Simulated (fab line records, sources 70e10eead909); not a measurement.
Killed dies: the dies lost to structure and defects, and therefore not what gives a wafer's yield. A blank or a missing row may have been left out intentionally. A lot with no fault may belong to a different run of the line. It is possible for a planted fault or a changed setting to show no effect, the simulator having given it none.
A lot that was struck, set against a sound lot + flow nand_harc + 14 out of 1302 route steps
Sound: wafers L464.1, L464.3, L464.4. Struck: wafers L474.4, L474.6 (left out: L474.1, a lot-mate that was not struck); the cause follows at the end.
At each step with rows: each side's tool, then ch and its chambers, then its first start. Under that, the readings that differ: sound wafers + struck wafers + difference of the means + sigmas: that difference in standard deviations of wafers without a fault.
alike: readings whose means differ by less than 2 such deviations, and words and numbers that are the same on both sides. not compared: withheld readings, readings that some wafer has no value for, bounds like >300 that may hide the same value, and numbers for which the record gives no deviation and whose values overlap.
Wherever a step has rows on one side only, a row that says differs or no value, or a row with sigmas, the two part there. When numbers do not overlap yet have no deviation, they are printed without sigmas and do not part them. Lack of a reading on every wafer of one side parts them only where that side has two or more wafers.

NHARC_P_M0_CMP_23: polishes, t overpolish 20 s, target thk 117.54 nm.
  sound on cmp-02 ch 0,2,3, day 10 06:55; struck on cmp-04 ch 2,3, day 14 12:26
  alike: motor_current_A, retaining_ring_pressure_frac, time_to_endpoint_s
NHARC_P_M0_THK_MEAS_24: measures by xrf.
  sound on film_metro-02 at day 10 07:14; struck on film_metro-02 at day 14 12:43
  alike: thk_nm
then, 1 step without rows for these wafers: NHARC_P_M0_SRD_25.
NHARC_P_M0_INSPECT_27:
  sound on defect_inspect-02 at day 10 07:23; struck on defect_inspect-01 at day 14 12:52
  alike: raw_defect_count
NHARC_P_M0_PRE_CLEAN_31: time 12 s.
  sound on pecvd-02 ch 1,2, day 10 07:28; struck on pecvd-02 ch 0,1, day 14 12:58
  alike: heater_power_w
NHARC_P_M0_DEP_32: deposits SiCN, target thk 30 nm.
  sound on pecvd-02 ch 1,2, day 10 07:34; struck on pecvd-02 ch 0,1, day 14 13:07
  alike: heater_power_w
then, 5 steps without rows for these wafers: NHARC_P_M1_DEP_00 (deposits SiOC, target thk 182.5 nm); NHARC_P_M1_DEHYDRATE_01 (time 120 s); NHARC_P_M1_HMDS_02 (time 30 s); NHARC_P_M1_COAT_34 (time 65 s); NHARC_P_M1_COAT_03 (resist thk 90 nm).
NHARC_P_M1_SOFTBAKE_04: time 55 s.
  sound on litho_track-01 ch 0, day 10 08:00; struck on litho_track-06 ch 0, day 14 13:00
| reading                  | sound                | struck        | difference | sigmas |
|--------------------------|----------------------|---------------|------------|--------|
| heater_power_total_W (W) | 188.28 188.30 188.27 | 193.39 193.52 | +5.17      | +37    |
then, 1 step without rows for these wafers: NHARC_P_M1_EBR_05.
NHARC_END_SORT_01:
  the record has rows for the sound wafers here (prober-01 ch 0, day 29 02:34) and none for the struck ones

== WHERE THEY PART ==
Last at NHARC_END_SORT_01 as far as this record goes, first at NHARC_P_M1_SOFTBAKE_04.

WHY: what had been put in by the simulator
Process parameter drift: litho_track-06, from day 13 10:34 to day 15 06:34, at NHARC_P_M1_SOFTBAKE_04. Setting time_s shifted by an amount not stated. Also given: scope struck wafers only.
